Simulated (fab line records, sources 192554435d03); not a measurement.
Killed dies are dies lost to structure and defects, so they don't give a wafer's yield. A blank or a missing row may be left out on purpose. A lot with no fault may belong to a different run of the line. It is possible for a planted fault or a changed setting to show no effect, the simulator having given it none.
A struck lot beside a sound one -- flow n5_finfet -- 41 out of 1938 route steps
Sound: wafers L794.2, L794.3, L794.5. Struck: wafers L800.1, L800.3 (left out: L800.6, a lot-mate that was not struck); the cause follows at the end.
At each step with rows: each side's tool, then ch and its chambers, then its first start. Under that, the readings that differ: sound wafers -- struck wafers -- difference of the means -- sigmas: that difference in standard deviations of wafers without a fault.
alike: readings with means less than 2 such deviations apart, plus words and numbers identical on both sides. not compared: withheld readings, readings lacking a value on some wafer, bounds such as >300 that could conceal the same value, and numbers that have no deviation in the record and whose values overlap.
Wherever a step has rows on one side only, a row that says differs or no value, or a row with sigmas, the two part there. Numbers that have no deviation but don't overlap get no sigmas and don't part them. Lack of a reading on every wafer of one side parts them only where that side has two or more wafers.

first, 11 steps without rows for these wafers: N5_FIN_SAQP_MANDREL_ETCH_22 (etches a-Si in HBr/Cl2, stops on SiNx, target depth 60 nm, bt time 10 s, time 30 s); N5_FIN_SAQP_STRIP_55 (strips in N2/H2); N5_FIN_SAQP_STRIP_23 (strips in SPM, time 750 s); N5_FIN_SAQP_SRD_66 (time 30 s); N5_FIN_SAQP_RECESS_75 (chemistry HF/NH3, target SiO2, target depth 14.4 nm, afs cycles 3, sublimation time 60 s); N5_FIN_SAQP_SPACER1_ALD_24 (deposits SiO2, target thk 20.3 nm, pulse time 1 s, purge time 2 s); N5_FIN_SAQP_SPACER1_ETCHBACK_25 (etches SiO2 in CHF3/O2, target depth 24.4 nm, time 12.2 s); N5_FIN_SAQP_MANDREL1_REMOVE_56 (chemistry HBr/Cl2/O2, target a-Si, stops on SiNx, bt time 10 s); N5_FIN_SAQP_ETCH_57 (etches SiNx in CH3F/O2, target depth 32.5 nm, time 46.4 s); N5_FIN_SAQP_ETCH_65 (etches SiO2 in CF4, target depth 4 nm, time 4.4 s); N5_FIN_SAQP_MANDREL_ETCH_58 (etches a-Si in HBr/Cl2, stops on SiNx, target depth 45 nm, bt time 10 s, time 27 s).
N5_FIN_SAQP_RECESS_63: chemistry HF/NH3, target SiO2, target depth 18 nm, afs cycles 3, sublimation time 60 s.
  sound on vapor_etch-02 ch 0,1, day 4 08:20; struck on vapor_etch-02 ch 1, day 5 18:29
  alike: drypump_motor_current_A, foreline_p_Torr, temp_c
then, 16 steps without rows for these wafers: N5_FIN_SAQP_COAT_68 (time 60 s, resist thk 100 nm); N5_FIN_SAQP_ETCH_69 (etches SOC in N2/H2, stops on SiNx, target depth 150 nm); N5_FIN_SAQP_ETCH_67 (etches SiNx in CH3F/O2, target depth 30 nm); N5_FIN_SAQP_STRIP_70 (strips in N2/H2); N5_FIN_SAQP_RECESS_71 (chemistry HF/NH3, target SiO2, target depth 3 nm, afs cycles 1, sublimation time 60 s); N5_FIN_SAQP_SPACER2_ALD_28 (deposits SiO2, target thk 8.1 nm, pulse time 1 s, purge time 2 s); N5_FIN_SAQP_SPACER2_ETCHBACK_29 (etches SiO2 in CHF3/O2, target depth 12.2 nm, time 6.1 s); N5_FIN_SAQP_MANDREL2_REMOVE_60 (chemistry HBr/Cl2/O2, target a-Si, stops on SiNx, bt time 10 s); N5_FIN_SAQP_HM_OPEN_33 (chemistry CH3F/O2, target SiNx, target depth 49.4 nm, time 70.6 s); N5_FIN_SAQP_ETCH_34 (etches SiO2 in C4F6/O2, target depth 45 nm, time 15 s); N5_FIN_SAQP_STRIP_77 (strips in N2/H2, time 90 s); N5_FIN_SAQP_ETCH_64 (etches SiO2 in CF4, target depth 1.5 nm); N5_FIN_SAQP_FIN_ETCH_36 (etches the open film in HBr/Cl2/O2, target depth 120 nm, time 50.4 s); N5_FIN_SAQP_PRECLEAN_38 (cleans in O3/DIW, time 45 s); N5_FIN_SAQP_PRECLEAN_45 (cleans in dHF, time 10 s); N5_FIN_SAQP_SRD_39 (time 30 s).
N5_FIN_SAQP_INSPECT_40: inspects for defects (brightfield).
  sound on defect_inspect-01 at day 4 10:16; struck on defect_inspect-02 at day 5 20:23
reading,sound,struck,difference,sigmas
raw_defect_count,260 237 191,938 950,+715,+11
then, 8 steps without rows for these wafers: N5_FIN_CUT_COAT_18 (time 60 s, resist thk 230 nm); N5_FIN_CUT_COAT_19 (time 60 s, resist thk 20 nm); N5_FIN_CUT_COAT_29 (time 60 s, resist thk 10 nm); N5_FIN_CUT_COAT_02 (resist thk 30 nm); N5_FIN_CUT_EBR_04; N5_FIN_CUT_SOFTBAKE_03 (time 60 s); N5_FIN_CUT_EXPOSE_05 (exposes mask FIN CUT); N5_FIN_CUT_PEB_06 (peb time 60 s).
N5_FIN_CUT_INSPECT_10: inspects for defects (brightfield).
  sound on defect_inspect-02 at day 4 10:40; struck on defect_inspect-01 at day 5 20:46
reading,sound,struck,difference,sigmas
raw_defect_count,42 40 46,824 796,+767,+70
N5_FIN_CUT_INSPECT_17: inspects for defects (brightfield).
  sound on defect_inspect-01 at day 4 11:51; struck on defect_inspect-02 at day 5 21:47
reading,sound,struck,difference,sigmas
raw_defect_count,294 237 201,966 958,+718,+11
-- a jump in the record: the struck wafers' starts before and after are 8 days apart (it breaks off in module FIN_CUT and resumes in module BEOL_M4, where the first step shown is number 1111 of the route) --
N5_BEOL_M4_RC_MEAS_101:
  sound on prober-02 ch 0, day 12 01:27; struck on prober-02 ch 0, day 14 00:18
  alike: DIBL_N, DIBL_P, IOFF_N, IOFF_P, ION_N, ION_P, SS_N, SS_P, VT_N, VT_P
-- a jump in the record: the struck wafers' starts before and after are 5 days apart (it breaks off in module BEOL_M4 and resumes in module PASSIVATION, where the first step shown is number 1936 of the route) --
N5_PASSIVATION_PROBE_49:
  sound on prober-02 at day 16 09:39; struck on prober-01 at day 18 12:19
reading,sound,struck,difference,sigmas
defect_limited_yield (%),91.9 90.8,85.5 85.9,-5.6,-4
killed_at_front_end,24 40,109 107,+76,+6
killed_dies,95 109,171 166,+66,+4
killed_on_rim,6 14,31 22,+16,+4
sort_bin_5_function (%),5.3 5.6,9.1 9.0,+3.6,+4
sort_n_pass,1085 1071,1009 1014,-66,-4
sort_yield_pct (%),91.9 90.8,85.5 85.9,-5.6,-4
  alike: killed_at_M0_to_M3, killed_at_M4_up, killed_at_contacts, killed_at_other, killed_open, killed_short, sort_bin_6_memory

WHERE THEY PART
Last at N5_PASSIVATION_PROBE_49 as far as this record goes, first at N5_FIN_SAQP_INSPECT_40.

WHY: the cause the simulator had injected
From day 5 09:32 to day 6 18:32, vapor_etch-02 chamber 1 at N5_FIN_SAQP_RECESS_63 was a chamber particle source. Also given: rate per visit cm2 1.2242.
